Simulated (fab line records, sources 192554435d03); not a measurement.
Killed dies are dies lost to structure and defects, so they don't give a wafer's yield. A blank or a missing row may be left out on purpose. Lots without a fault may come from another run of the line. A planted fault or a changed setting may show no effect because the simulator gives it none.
fab line records | flow n5_finfet
record lots=24 wafers=72 last_day=18
route steps=1938 shown HKMG_FIN@389
lots that met no fault: from a run of the same line without faults
start_h: hours from the record's first day to the start of the lot's first wafer shown | wait_h: hours since the lot's step before | " the same as in the row above | L1.1+2: a row that stands for several wafers | - no value, or no start given | * or withheld: withheld | < > ~ a bound
route shown NAME@n: a module of which the file shows steps, and the number in the route of the first | usual: mean/standard deviation of fault-free wafers | same: alike in all rows | chamber/n: place in a boat | sites: the reading at each site | _std_site: their standard deviation | _edge_site: outer sites' mean less inner sites' | radius_mm: how far each site lies from the wafer's centre | mask NAME#n: copy n | behind: the tool/chamber that last shaped the wafer | hold: why the lot was held/for how many hours/how that ended | device: the transistor (n, p or np) that didn't switch | end of line: the same wafers' tests at the end of the route | a step without rows: its recipe alone | killed: dies lost to structure and defects at the first sort, not the wafer's yield | map: a wafer's dies, x killed, . not, _ none there
set.NAME: the setting as run; set.NAME@STEP: as run at that earlier step | model.NAME: the simulator's own value behind a step, which no gauge read
steps of the route over a sample of lots; a table a step, a row a wafer
services: from which hour (start_h, from the record's first day; less than 0 if before it) a tool's chamber was out of use, for how many hours, and why
## steps
# step N5_HKMG_FIN_ALD_75
# recipe material=Al2O3 target_thk_a=10 temp_c=150 ald_precursor_family=TMA ald_co_reactant=H2O pulse_time_s=withheld co_reactant_pulse_time_s=1
# usual heater_power_w=156/13 precursor_pulse_height_rel=0.999/0.021
# columns lot.wafer tool chamber start_h wait_h heater_power_w precursor_pulse_height_rel
L074.1 ald_hk-01 2 71.99 0.1 143 0.970
L074.2 " 0 " " 144 0.990
L074.3 " 1 " " 163 1.003
L075.3 ald_hk-03 3 76.00 0.0 152 0.973
L075.4 " 2 " " 164 1.002
L075.6 " 0 " " 149 1.011
L076.2 ald_hk-03 2 81.72 0.0 163 0.982
L076.4 " 1 " " 144 0.987
L076.5 " 3 " " 152 0.990
L077.3 ald_hk-02 3 87.71 0.0 141 0.973
L077.4 " 0 " " 157 1.047
L077.6 " 2 " " 181 1.005
L078.2 ald_hk-02 2 100.32 0.0 181 1.043
L078.4 " 0 " " 153 1.018
L078.6 " 2 " " 179 0.981
L079.3 ald_hk-01 0 103.31 0.0 147 0.968
L079.4 " 1 " " 170 1.041
L079.5 " 0 " " 144 0.989
L080.2 ald_hk-02 3 106.25 0.0 140 1.020
L080.3 " 1 " " 175 0.972
L080.4 " 2 " " 178 0.997
L081.1 ald_hk-03 0 116.35 0.0 150 0.964
L081.4 " 2 " " 167 0.987
L081.5 " 3 " " 150 0.969
L082.1 ald_hk-03 3 122.13 0.0 150 0.990
L082.5 " 2 " " 166 0.993
L082.6 " 3 " " 151 0.974
L083.2 ald_hk-01 2 125.36 0.0 141 1.011
L083.3 " 1 " " 164 1.003
L083.4 " 3 " " 167 1.032
L084.1 ald_hk-03 2 135.46 0.0 169 0.980
L084.2 " 0 " " 145 1.019
L084.4 " 3 " " 150 0.992
L085.4 ald_hk-01 1 139.52 0.0 164 1.006
L085.5 " 0 " " 143 1.009
L085.6 " 1 " " 169 0.989
L086.1 ald_hk-03 2 145.88 0.0 162 1.005
L086.3 " 0 " " 150 1.004
L086.4 " 1 " " 147 0.992
L087.3 ald_hk-01 1 149.65 0.0 168 0.973
L087.5 " 0 " " 147 0.975
L087.6 " 3 " " 167 0.950
L088.3 ald_hk-03 1 159.58 0.0 140 1.017
L088.5 " 1 " " 141 1.039
L088.6 " 2 " " 163 0.998
L089.3 ald_hk-03 0 167.68 0.0 154 1.017
L089.5 " 2 " " 165 0.984
L089.6 " 1 " " 139 0.987
L090.1 ald_hk-02 0 174.94 0.0 151 0.967
L090.4 " 3 " " 142 0.964
L090.6 " 2 " " 183 0.985
L091.1 ald_hk-02 0 177.18 0.0 148 0.972
L091.3 " 1 " " 175 1.013
L091.5 " 0 " " 154 0.993
L092.2 ald_hk-02 3 178.71 0.0 141 1.021
L092.4 " 2 " " 175 0.967
L092.5 " 0 " " 152 1.013
L093.2 ald_hk-01 1 187.84 0.0 167 1.032
L093.3 " 3 " " 170 0.960
L093.4 " 2 " " 143 0.971
L094.2 ald_hk-03 1 190.03 0.0 144 0.994
L094.4 " 3 " " 154 0.990
L094.5 " 2 " " 163 0.988
L095.2 ald_hk-01 1 197.12 0.0 170 0.974
L095.5 " 3 " " 168 0.992
L095.6 " 0 " " 140 1.049
L096.2 ald_hk-02 3 204.07 0.0 139 1.031
L096.3 " 0 " " 154 1.003
L096.5 " 1 " " 175 1.030
L097.2 ald_hk-02 3 208.19 0.0 145 0.970
L097.3 " 0 " " 156 1.046
L097.5 " 0 " " 154 1.033
# step N5_HKMG_FIN_STRIP_57
# recipe chemistry=CF4 resist=SiARC power_w=300 bias_power_w=75 pressure_mtorr=50 cf4_flow_sccm=150 rf_frequency_hz=6e+07
# usual drypump_motor_current_A=5.8/0.31 oes_product_au=0.81/0.094 rf_fwd_power_W=293.4/1.4 rf_vpp_V=271.2/1.5 showerhead_plenum_p_Torr=1.78/0.059 throttle_valve_pct=13.49/0.19
# columns lot.wafer tool chamber start_h wait_h drypump_motor_current_A oes_product_au rf_fwd_power_W rf_hours_counter_h rf_vpp_V showerhead_plenum_p_Torr throttle_valve_pct
L074.1 rie_diel-04 1 72.98 0.0 6.0 0.73 - 155 269.8 1.70 13.29
L074.2 " 2 " " 5.8 0.67 - 246 269.2 1.78 13.80
L074.3 " 0 " " 5.4 0.72 292.7 165 268.8 1.69 13.52
L075.3 rie_diel-05 3 76.71 0.0 5.8 0.79 295.1 129 271.9 1.80 13.71
L075.4 " 2 " " 6.2 0.68 - - 270.8 1.83 13.74
L075.6 " 0 " " 5.6 0.73 - - 269.2 1.79 13.49
L076.2 rie_diel-04 0 82.69 0.0 5.4 0.71 292.9 168 269.1 1.69 13.54
L076.4 " 0 " " 5.4 0.72 294.2 - 269.7 1.69 13.55
L076.5 " 1 " " 6.0 0.73 - - 269.9 1.70 13.29
L077.3 rie_diel-04 0 88.54 0.0 5.4 0.71 294.7 171 268.9 1.69 13.56
L077.4 " 1 " " 6.0 0.73 - - 269.1 1.70 13.30
L077.6 " 3 " " 6.1 0.94 294.1 - 270.5 1.75 13.30
L078.2 rie_diel-04 3 101.03 0.0 6.2 0.92 292.6 11 271.0 1.74 13.32
L078.4 " 3 " " 6.1 0.93 293.0 - 270.6 1.74 13.32
L078.6 " 0 " " 5.4 0.71 293.6 - 268.7 1.69 13.58
L079.3 rie_diel-03 3 104.91 0.0 5.3 0.87 292.6 31 273.0 1.83 13.32
L079.4 " 0 " " 5.7 0.67 292.5 - 272.2 1.83 13.75
L079.5 " 2 " " 6.2 0.87 291.6 - 272.6 1.88 13.70
L080.2 rie_diel-05 1 108.06 0.0 5.3 0.82 295.1 69 271.9 1.88 13.34
L080.3 " 2 " " 6.2 0.95 294.9 3 272.0 1.83 13.17
L080.4 " 3 " " 5.8 0.78 295.8 142 270.0 1.80 13.74
L081.1 rie_diel-03 3 118.07 0.0 5.3 0.85 292.7 40 272.3 1.82 13.35
L081.4 " 2 " " 6.1 0.85 292.5 44 272.2 1.88 13.73
L081.5 " 2 " " 6.2 0.86 294.0 - 274.3 1.88 13.73
L082.1 rie_diel-04 3 123.27 0.0 6.1 0.91 293.6 13 270.6 1.74 13.32
L082.5 " 2 " " 5.8 0.95 - - 270.9 1.78 13.22
L082.6 " 3 " " 6.1 0.92 292.1 - 270.6 1.74 13.31
L083.2 rie_diel-03 1 126.07 0.0 5.9 0.98 293.9 4 269.1 1.78 13.50
L083.3 " 2 " " 6.2 0.85 291.5 48 272.9 1.88 13.71
L083.4 " 3 " " 5.3 0.85 292.7 44 271.0 1.82 13.34
L084.1 rie_diel-03 2 136.30 0.0 6.1 0.85 293.5 52 274.6 1.88 13.73
L084.2 " 0 " " 5.7 0.66 292.2 247 271.3 1.82 13.79
L084.4 " 3 " " 5.3 0.85 - 47 273.6 1.82 13.34
L085.4 rie_diel-03 0 140.50 0.0 5.7 0.66 292.0 250 273.1 1.82 13.79
L085.5 " 3 " " 5.3 0.84 293.4 - 271.3 1.82 13.38
L085.6 " 0 " " 5.7 0.66 291.8 - 272.2 1.82 13.80
L086.1 rie_diel-03 1 146.71 0.0 5.9 0.94 295.0 14 270.2 1.78 13.53
L086.3 " 2 " " 6.1 0.83 292.5 57 274.3 1.87 13.75
L086.4 " 3 " " 5.3 0.83 293.7 - 272.5 1.82 13.36
L087.3 rie_diel-04 3 150.49 0.0 6.1 0.90 292.9 22 271.7 1.74 13.34
L087.5 " 1 " " 6.0 0.71 - - 270.6 1.70 13.35
L087.6 " 2 " " 5.8 0.92 - - 271.3 1.77 13.25
L088.3 rie_diel-05 0 160.41 0.0 5.6 0.70 - 220 270.4 1.78 13.55
L088.5 " 3 " " 5.8 0.76 295.3 - 271.4 1.79 13.80
L088.6 " 2 " " 6.2 0.89 292.5 - 272.1 1.83 13.20
L089.3 rie_diel-05 1 168.51 0.0 5.3 0.79 293.8 95 273.7 1.88 13.40
L089.5 " 0 " " 5.6 0.70 - - 270.1 1.78 13.56
L089.6 " 3 " " 5.9 0.75 295.8 - 270.8 1.79 13.79
L090.1 rie_diel-04 2 175.78 0.0 5.8 0.89 - 19 269.9 1.77 13.25
L090.4 " 1 " " 6.0 0.71 - 185 269.8 1.70 13.37
L090.6 " 2 " " 5.8 0.90 - - 271.0 1.77 13.26
L091.1 rie_diel-03 3 178.01 0.0 5.3 0.83 - 65 271.9 1.82 13.40
L091.3 " 1 " " 5.9 0.92 296.7 25 271.1 1.77 13.56
L091.5 " 1 " " 5.9 0.91 296.7 - 270.2 1.77 13.55
L092.2 rie_diel-05 2 179.42 0.0 6.2 0.88 292.0 29 271.6 1.82 13.24
L092.4 " 3 " " 5.8 0.75 295.4 172 271.8 1.79 13.81
L092.5 " 1 " " 5.3 0.78 293.3 - 273.9 1.87 13.41
L093.2 rie_diel-04 0 188.67 0.0 5.4 0.69 293.3 199 269.0 1.69 13.61
L093.3 " 2 " " 5.8 0.89 - 25 269.4 1.77 13.28
L093.4 " 1 " " 6.0 0.70 - 190 269.8 1.69 13.37
L094.2 rie_diel-05 2 190.74 0.0 6.2 0.87 293.9 33 271.3 1.82 13.24
L094.4 " 3 " " 5.9 0.75 295.5 177 271.7 1.79 13.82
L094.5 " 0 " " 5.6 0.70 - - 271.2 1.78 13.60
L095.2 rie_diel-03 0 198.12 0.0 5.7 0.92 292.3 15 272.8 1.82 13.25
L095.5 " 2 " " 6.1 0.81 292.3 - 273.9 1.87 13.80
L095.6 " 3 " " 5.3 0.81 - - 272.8 1.81 13.43
L096.2 rie_diel-04 1 205.02 0.0 6.0 0.70 - 196 271.4 1.69 13.40
L096.3 " 2 " " 5.8 0.88 - 31 271.3 1.77 13.29
L096.5 " 3 " " 6.2 0.85 292.0 - 271.5 1.74 13.40
L097.2 rie_diel-04 2 209.91 0.0 5.8 0.87 - 34 271.8 1.77 13.29
L097.3 " 0 " " 5.4 0.68 292.6 208 270.3 1.68 13.63
L097.5 " 2 " " 5.8 0.88 - - 269.0 1.77 13.30
# step N5_HKMG_FIN_OVL_MEAS_13
# recipe points_per_wafer=44
# usual NWFM_OVL=0.2/0.72
# same points_per_wafer=44
# columns lot.wafer tool chamber start_h wait_h NWFM_OVL[nm]
L074.1 overlay-02 0 76.01 0.0 0.9
L074.2 " 0 " " 2.0
L074.3 " 0 " " 0.9
L075.3 overlay-01 0 79.62 0.0 -0.6
L075.4 " 0 " " 0.1
L075.6 " 0 " " -0.7
L076.2 overlay-01 0 85.60 0.0 -0.3
L076.4 " 0 " " -0.1
L076.5 " 0 " " -0.6
L077.3 overlay-02 0 91.47 0.0 -0.1
L077.4 " 0 " " 0.3
L077.6 " 0 " " 0.3
L078.2 overlay-01 0 104.16 0.0 0.1
L078.4 " 0 " " -0.9
L078.6 " 0 " " 0.5
L079.3 overlay-01 0 108.31 0.0 -1.4
L079.4 " 0 " " 0.7
L079.5 " 0 " " -1.8
L080.2 overlay-01 0 111.13 0.0 -0.2
L080.3 " 0 " " -0.6
L080.4 " 0 " " 0.1
L081.1 overlay-02 0 121.11 0.0 1.6
L081.4 " 0 " " 0.7
L081.5 " 0 " " 1.4
L082.1 overlay-02 0 126.36 0.0 1.3
L082.5 " 0 " " 1.1
L082.6 " 0 " " 0.5
L083.2 overlay-02 0 129.21 0.0 0.1
L083.3 " 0 " " 1.3
L083.4 " 0 " " 0.3
L084.1 overlay-01 0 139.50 0.0 1.1
L084.2 " 0 " " 2.2
L084.4 " 0 " " 0.9
L085.4 overlay-02 0 143.41 0.0 1.1
L085.5 " 0 " " 1.2
L085.6 " 0 " " -0.1
L086.1 overlay-02 0 149.64 0.0 -0.5
L086.3 " 0 " " 0.2
L086.4 " 0 " " 0.5
L087.3 overlay-02 0 153.52 0.0 0.3
L087.5 " 0 " " 0.0
L087.6 " 0 " " 0.5
L088.3 overlay-01 0 163.48 0.0 -0.4
L088.5 " 0 " " -0.6
L088.6 " 0 " " -0.4
L089.3 overlay-01 0 171.56 0.0 -0.4
L089.5 " 0 " " 0.3
L089.6 " 0 " " 0.2
L090.1 overlay-01 0 178.70 0.0 0.3
L090.4 " 0 " " 0.0
L090.6 " 0 " " -0.1
L091.1 overlay-01 0 180.99 0.0 0.5
L091.3 " 0 " " 0.2
L091.5 " 0 " " 0.5
L092.2 overlay-01 0 182.46 0.0 -0.1
L092.4 " 0 " " 0.3
L092.5 " 0 " " 0.5
L093.2 overlay-01 0 191.87 0.0 0.6
L093.3 " 0 " " 0.1
L093.4 " 0 " " 0.1
L094.2 overlay-01 0 193.77 0.0 -0.3
L094.4 " 0 " " -1.3
L094.5 " 0 " " 0.2
L095.2 overlay-02 0 201.15 0.0 -0.8
L095.5 " 0 " " 0.1
L095.6 " 0 " " -0.4
L096.2 overlay-02 0 208.18 0.0 1.2
L096.3 " 0 " " 0.9
L096.5 " 0 " " 1.1
L097.2 overlay-02 0 212.95 0.0 -0.6
L097.3 " 0 " " -0.3
L097.5 " 0 " " 0.2
# step N5_HKMG_FIN_STRIP_19
# recipe chemistry=N2/H2 power_w=2500 temp_c=300 h2_frac=0.65 time_s=360 pressure_mtorr=withheld n2_flow_sccm=1750 h2_flow_sccm=3250
# usual drypump_motor_current_A=5.5/0.68 heater_power_w=459/20
# columns lot.wafer tool chamber start_h wait_h drypump_motor_current_A heater_power_w rf_hours_counter_h
L074.1 plasma_asher-01 0 76.77 0.0 6.8 457 80
L074.2 " 1 " " 5.0 480 80
L074.3 " 0 " " 6.7 464 -
L075.3 plasma_asher-02 1 80.50 0.1 5.1 431 -
L075.4 " 0 " " 5.5 444 -
L075.6 " 1 " " 5.1 416 -
L076.2 plasma_asher-01 1 86.25 0.0 5.0 489 83
L076.4 " 0 " " 6.8 477 -
L076.5 " 0 " " 6.8 470 -
L077.3 plasma_asher-01 1 92.45 0.1 5.0 490 -
L077.4 " 0 " " 6.8 491 -
L077.6 " 1 " " 5.0 484 -
L078.2 plasma_asher-02 0 105.29 0.0 5.4 454 44
L078.4 " 0 " " 5.4 446 -
L078.6 " 0 " " 5.4 459 -
L079.3 plasma_asher-02 1 110.64 0.1 5.0 434 -
L079.4 " 0 " " 5.4 451 -
L079.5 " 1 " " 5.1 441 -
L080.2 plasma_asher-02 1 114.33 0.0 5.1 433 48
L080.3 " 1 " " 5.0 439 -
L080.4 " 0 " " 5.4 465 -
L081.1 plasma_asher-02 0 121.78 0.0 5.4 453 50
L081.4 " 0 " " 5.4 453 -
L081.5 " 1 " " 5.1 424 -
L082.1 plasma_asher-02 0 127.25 0.3 5.4 446 53
L082.5 " 0 " " 5.4 442 -
L082.6 " 1 " " 5.1 434 -
L083.2 plasma_asher-02 1 129.86 0.0 5.1 439 55
L083.3 " 0 " " 5.4 455 -
L083.4 " 1 " " 5.1 428 -
L084.1 plasma_asher-02 0 140.24 0.0 5.5 466 57
L084.2 " 1 " " 5.1 440 57
L084.4 " 1 " " 5.1 434 -
L085.4 plasma_asher-02 0 144.18 0.1 5.4 450 -
L085.5 " 1 " " 5.1 440 -
L085.6 " 0 " " 5.4 460 -
L086.1 plasma_asher-01 0 150.31 0.0 6.7 482 87
L086.3 " 1 " " 5.0 480 -
L086.4 " 0 " " 6.7 465 -
L087.3 plasma_asher-02 1 154.62 0.1 5.1 438 -
L087.5 " 1 " " 5.1 444 -
L087.6 " 0 " " 5.4 445 -
L088.3 plasma_asher-01 0 164.25 0.1 6.8 479 -
L088.5 " 0 " " 6.8 468 -
L088.6 " 1 " " 5.1 499 -
L089.3 plasma_asher-01 1 172.44 0.1 5.0 489 -
L089.5 " 1 " " 5.0 476 -
L089.6 " 0 " " 6.7 479 -
L090.1 plasma_asher-01 1 179.45 0.0 5.0 492 94
L090.4 " 1 " " 5.0 474 -
L090.6 " 1 " " 5.0 481 -
L091.1 plasma_asher-01 0 181.78 0.0 6.7 476 95
L091.3 " 0 " " 6.7 479 -
L091.5 " 0 " " 6.7 473 -
L092.2 plasma_asher-01 0 183.28 0.0 6.8 467 96
L092.4 " 0 " " 6.7 474 -
L092.5 " 1 " " 5.0 488 -
L093.2 plasma_asher-02 0 192.82 0.0 5.4 463 68
L093.3 " 1 " " 5.1 436 -
L093.4 " 0 " " 5.4 459 -
L094.2 plasma_asher-01 0 195.20 0.0 6.8 479 98
L094.4 " 1 " " 5.0 486 -
L094.5 " 0 " " 6.8 464 -
L095.2 plasma_asher-02 0 201.81 0.0 5.4 460 70
L095.5 " 1 " " 5.1 426 -
L095.6 " 0 " " 5.4 456 -
L096.2 plasma_asher-01 0 209.65 0.0 6.8 478 101
L096.3 " 1 " " 5.0 478 -
L096.5 " 0 " " 6.7 483 -
L097.2 plasma_asher-02 0 213.60 0.0 5.4 454 72
L097.3 " 1 " " 5.1 424 -
L097.5 " 0 " " 5.4 455 -
# step N5_HKMG_FIN_ALD_71
# recipe material=TiN target_thk_a=10 temp_c=400 ald_precursor_family=TiCl4 ald_co_reactant=NH3 pulse_time_s=1 purge_time_s=3 co_reactant_purge_time_s=2 co_reactant_pulse_time_s=2 ald_cycles=47 pressure_torr=3
# usual heater_power_w=844/83 precursor_pulse_height_rel=0.997/0.019
# same ald_cycles=47
# columns lot.wafer tool chamber start_h wait_h heater_power_w precursor_pulse_height_rel
L074.1 ald_metal-03 3 78.22 0.0 838 1.002
L074.2 " 1 " " 908 0.974
L074.3 " 2 " " 931 0.969
L075.3 ald_metal-04 3 81.89 0.0 871 0.995
L075.4 " 1 " " 963 0.955
L075.6 " 2 " " 808 0.989
L076.2 ald_metal-04 3 87.71 0.0 869 0.969
L076.4 " 2 " " 804 0.993
L076.5 " 0 " " 688 1.028
L077.3 ald_metal-02 1 93.78 0.0 826 1.001
L077.4 " 3 " " 870 1.000
L077.6 " 1 " " 848 1.012
L078.2 ald_metal-02 2 106.86 0.0 858 1.004
L078.4 " 0 " " 716 1.042
L078.6 " 2 " " 842 0.993
L079.3 ald_metal-02 2 112.05 0.0 862 0.974
L079.4 " 0 " " 728 1.005
L079.5 " 1 " " 824 1.001
L080.2 ald_metal-02 0 115.93 0.0 701 1.030
L080.3 " 1 " " 844 1.003
L080.4 " 3 " " 900 0.978
L081.1 ald_metal-02 0 123.25 0.0 709 0.988
L081.4 " 3 " " 870 0.999
L081.5 " 2 " " 871 1.004
L082.1 ald_metal-04 1 128.73 0.0 927 1.007
L082.5 " 3 " " 875 0.980
L082.6 " 2 " " 817 1.017
L083.2 ald_metal-03 1 131.33 0.0 932 1.021
L083.3 " 0 " " 1001 1.046
L083.4 " 0 " " 1013 1.007
L084.1 ald_metal-02 2 141.97 0.0 875 0.971
L084.2 " 1 " " 834 1.011
L084.4 " 0 " " 718 0.997
L085.4 ald_metal-02 2 145.60 0.0 829 1.004
L085.5 " 0 " " 732 0.996
L085.6 " 1 " " 824 1.005
L086.1 ald_metal-02 3 151.77 0.0 849 0.999
L086.3 " 1 " " 812 1.013
L086.4 " 0 " " 739 0.979
L087.3 ald_metal-02 0 155.96 0.0 718 0.997
L087.5 " 3 " " 868 0.985
L087.6 " 0 " " 703 0.997
L088.3 ald_metal-04 3 165.66 0.0 865 0.971
L088.5 " 0 " " 713 0.996
L088.6 " 3 " " 874 0.978
L089.3 ald_metal-03 1 173.78 0.0 925 1.017
L089.5 " 2 " " 926 0.993
L089.6 " 3 " " 828 0.998
L090.1 ald_metal-03 3 180.91 0.0 811 0.991
L090.4 " 2 " " 930 0.996
L090.6 " 0 " " 1014 1.011
L091.1 ald_metal-02 0 183.35 0.0 716 1.022
L091.3 " 3 " " 871 0.988
L091.5 " 3 " " 871 0.979
L092.2 ald_metal-03 0 184.85 0.0 996 0.968
L092.4 " 3 " " 843 0.994
L092.5 " 0 " " 997 1.037
L093.2 ald_metal-03 0 194.34 0.0 1003 0.993
L093.3 " 1 " " 917 1.023
L093.4 " 3 " " 819 1.030
L094.2 ald_metal-02 0 196.66 0.0 738 0.999
L094.4 " 3 " " 872 0.991
L094.5 " 3 " " 871 0.967
L095.2 ald_metal-02 2 203.26 0.0 862 1.030
L095.5 " 2 " " 840 0.986
L095.6 " 3 " " 876 0.977
L096.2 ald_metal-04 3 211.25 0.0 844 0.990
L096.3 " 1 " " 954 0.963
L096.5 " 1 " " 934 1.006
L097.2 ald_metal-02 3 215.10 0.0 860 0.995
L097.3 " 1 " " 841 1.013
L097.5 " 0 " " 745 1.020
# step N5_HKMG_FIN_ALD_72
# recipe material=W target_thk_a=20 temp_c=300 pressure_torr=7.5 ald_precursor_family=WF6 ald_co_reactant=B2H6 pulse_time_s=1 purge_time_s=2 co_reactant_purge_time_s=2 co_reactant_pulse_time_s=3 ald_cycles=7
# usual heater_power_w=482/39 precursor_pulse_height_rel=0.998/0.019
# same ald_cycles=7
# columns lot.wafer tool chamber start_h wait_h heater_power_w precursor_pulse_height_rel
L074.1 cvd_w-02 0 79.75 0.2 509 1.010
L074.2 " 0 " " 498 0.993
L074.3 " 0 " " 482 1.037
L075.3 cvd_w-02 0 83.46 0.2 507 0.970
L075.4 " 0 " " 519 1.025
L075.6 " 0 " " 491 0.981
L076.2 cvd_w-01 0 89.15 0.2 429 0.996
L076.4 " 0 " " 432 0.983
L076.5 " 0 " " 427 0.986
L077.3 cvd_w-01 0 95.25 0.2 415 1.025
L077.4 " 1 " " 521 1.007
L077.6 " 1 " " 520 0.991
L078.2 cvd_w-01 0 108.46 0.2 427 0.988
L078.4 " 0 " " 418 1.013
L078.6 " 1 " " 517 1.019
L079.3 cvd_w-01 0 113.72 0.2 423 1.015
L079.4 " 1 " " 529 0.991
L079.5 " 0 " " 420 0.985
L080.2 cvd_w-01 1 117.38 0.2 518 0.968
L080.3 " 1 " " 510 0.999
L080.4 " 0 " " 415 1.005
L081.1 cvd_w-01 0 124.97 0.2 423 0.968
L081.4 " 1 " " 525 0.976
L081.5 " 0 " " 421 1.024
L082.1 cvd_w-01 1 130.21 0.2 528 0.990
L082.5 " 1 " " 525 0.998
L082.6 " 0 " " 412 0.966
L083.2 cvd_w-02 0 132.80 0.2 491 0.992
L083.3 " 0 " " 508 1.013
L083.4 " 0 " " 498 1.019
L084.1 cvd_w-01 0 143.44 0.2 427 1.011
L084.2 " 1 " " 532 1.008
L084.4 " 1 " " 510 0.984
L085.4 cvd_w-01 0 147.07 0.0 427 0.996
L085.5 " 1 " " 527 0.972
L085.6 " 0 " " 435 0.993
L086.1 cvd_w-01 1 153.25 0.2 506 1.012
L086.3 " 1 " " 522 0.999
L086.4 " 0 " " 408 0.986
L087.3 cvd_w-01 1 157.52 0.2 516 1.013
L087.5 " 0 " " 419 0.994
L087.6 " 1 " " 515 0.989
L088.3 cvd_w-02 1 167.14 0.2 476 0.998
L088.5 " 0 " " 502 0.993
L088.6 " 1 " " 480 0.990
L089.3 cvd_w-02 1 175.35 0.2 484 0.991
L089.5 " 0 " " 497 0.980
L089.6 " 1 " " 485 1.018
L090.1 cvd_w-02 1 182.71 0.2 475 1.011
L090.4 " 0 " " 509 1.009
L090.6 " 0 " " 500 1.027
L091.1 cvd_w-01 1 184.92 0.2 521 0.992
L091.3 " 1 " " 518 1.014
L091.5 " 1 " " 517 1.015
L092.2 cvd_w-02 0 186.30 0.2 491 1.003
L092.4 " 1 " " 474 0.989
L092.5 " 1 " " 482 1.012
L093.2 cvd_w-02 0 196.15 0.2 508 1.001
L093.3 " 0 " " 499 0.973
L093.4 " 1 " " 487 0.999
L094.2 cvd_w-02 1 198.31 0.2 484 0.973
L094.4 " 1 " " 491 0.997
L094.5 " 0 " " 501 0.982
L095.2 cvd_w-02 1 204.81 0.2 485 1.019
L095.5 " 0 " " 496 1.031
L095.6 " 1 " " 498 1.002
L096.2 cvd_w-01 1 212.69 0.2 523 0.984
L096.3 " 1 " " 527 1.009
L096.5 " 0 " " 416 0.983
L097.2 cvd_w-02 0 216.64 0.2 497 0.997
L097.3 " 0 " " 494 1.031
L097.5 " 0 " " 518 0.977
## services
# columns tool chamber start_h hours kind
ald_hk-02 - 53.58 0.5 repair
cvd_w-02 0 62.75 15.4 repair
cvd_w-02 1 62.85 103.0 repair
plasma_asher-01 - 64.56 1.5 repair
plasma_asher-01 - 66.56 2.4 repair
ald_hk-01 - 79.91 8.7 pm
ald_hk-03 - 85.90 2.7 repair
cvd_w-02 - 87.57 0.8 repair
ald_hk-01 - 94.40 0.6 repair
plasma_asher-01 - 96.73 40.1 repair
ald_metal-02 1 99.56 10.5 repair
rie_diel-04 - 102.73 1.1 repair
ald_hk-01 - 103.87 1.7 repair
ald_metal-02 3 107.14 4.9 repair
cvd_w-02 - 109.49 2.8 pm
cvd_w-02 - 125.32 3.8 pm
ald_hk-03 - 135.81 1.2 pm
ald_hk-01 - 176.01 2.8 pm
ald_hk-02 - 190.77 2.8 pm
rie_diel-03 3 191.96 1.7 repair
cvd_w-02 1 202.79 1.5 repair
ald_hk-02 - 205.17 0.5 repair
rie_diel-03 0 210.20 8.6 repair
cvd_w-02 - 214.51 1.1 repair
## key
fault none
